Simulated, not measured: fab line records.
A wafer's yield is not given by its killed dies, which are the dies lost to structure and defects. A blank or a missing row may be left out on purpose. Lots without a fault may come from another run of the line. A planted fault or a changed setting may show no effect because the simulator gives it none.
3 desks, one fault ; flow n5-finfet ; numbers are kept per desk, each desk with only its own; the story behind them comes last

THE DEFECT DESK
For each lot, the counts of the inspections along the route, averaged over the sampled wafers that have a number. Marked OUT: a lot whose mean sits more than 4 standard deviations from the usual mean, which makes it out of limits; the brackets give that distance.
Columns: A = raw-defect-count at N5_BEOL_M5_INSPECT_30, usual 415
lot;first seen here;A
L432;day 9 18:56;450
L433;day 10 01:08;430
L439;day 11 10:38;422
L437;day 11 10:56;412
L442;day 12 08:58;396
This desk's verdict: no lot among the 5 shows anything out of limits.

TOOL OWNER'S DESK, rie-diel-01
The tool's own readings at N5_BEOL_M5_TRENCH_ETCH_37 (etches SiCOH lowk in C4F6/O2, target depth 71.652 nm, time 24.7 s): means of the sampled wafers that have a number, for each lot that ran on this tool. Marked OUT: a lot whose mean sits more than 4 standard deviations from the usual mean, which makes it out of limits; the brackets give that distance.
Columns: A = drypump-motor-current-A at N5_BEOL_M5_TRENCH_ETCH_37, usual 5.7 A; B = oes-product-au at N5_BEOL_M5_TRENCH_ETCH_37, usual 0.79 a.u.; C = rf-vpp-V at N5_BEOL_M5_TRENCH_ETCH_37, usual 660 V; D = showerhead-plenum-p-Torr at N5_BEOL_M5_TRENCH_ETCH_37, usual 2.83 Torr; E = throttle-valve-pct at N5_BEOL_M5_TRENCH_ETCH_37, usual 20.80 %
lot;first seen here;A;B;C;D;E
L432;day 9 19:18;5.3;0.80;662;2.85;21.07
L437;day 11 11:25;5.2;0.86;653;2.87;20.95
This desk's verdict: no lot among the 2 shows anything out of limits.

METROLOGY DESK
What the gauges read, lot by lot, whatever tool the lot ran on: means of the sampled wafers that have a number. Marked OUT: a lot whose mean sits more than 4 standard deviations from the usual mean, which makes it out of limits; the brackets give that distance.
Columns: A = cd-nm at N5_BEOL_M5_CD_MEAS_28, usual 30.59 nm; B = V4_OVL at N5_BEOL_M5_OVL_MEAS_29, usual -0.2 nm; C = trench-depth-nm at N5_BEOL_M5_OCD_MEAS_38, usual 71.4 nm; D = cd-nm at N5_BEOL_M5_CD_MEAS_35, usual 28.0 nm; E = M5_THK at N5_BEOL_M5_THK_MEAS_53, usual 62.1 nm; F = M5_RS at N5_BEOL_M5_RS_MEAS_57, usual 0.390 ohm/sq
lot;first seen here;A;B;C;D;E;F
L432;day 9 18:50;30.55;-0.5;71.2;28.2;61.3;0.392
L433;day 10 01:01;30.67;0.3;71.6;27.5;62.5;0.386
L439;day 11 10:33;30.67;-0.6;72.0;28.1;62.8;0.386
L437;day 11 10:50;30.60;-0.5;75.1;27.9;66.9;0.357
L442;day 12 08:52;30.68;0.4;71.3;28.1;61.8;0.398
This desk's verdict: no lot among the 5 shows anything out of limits.

ALL TOGETHER
No out-of-limits result turned up at the defect desk.
Nothing out of limits was seen by the tool owner's desk.
The metrology desk saw nothing out of limits.

WHAT THE SIMULATOR PUT IN
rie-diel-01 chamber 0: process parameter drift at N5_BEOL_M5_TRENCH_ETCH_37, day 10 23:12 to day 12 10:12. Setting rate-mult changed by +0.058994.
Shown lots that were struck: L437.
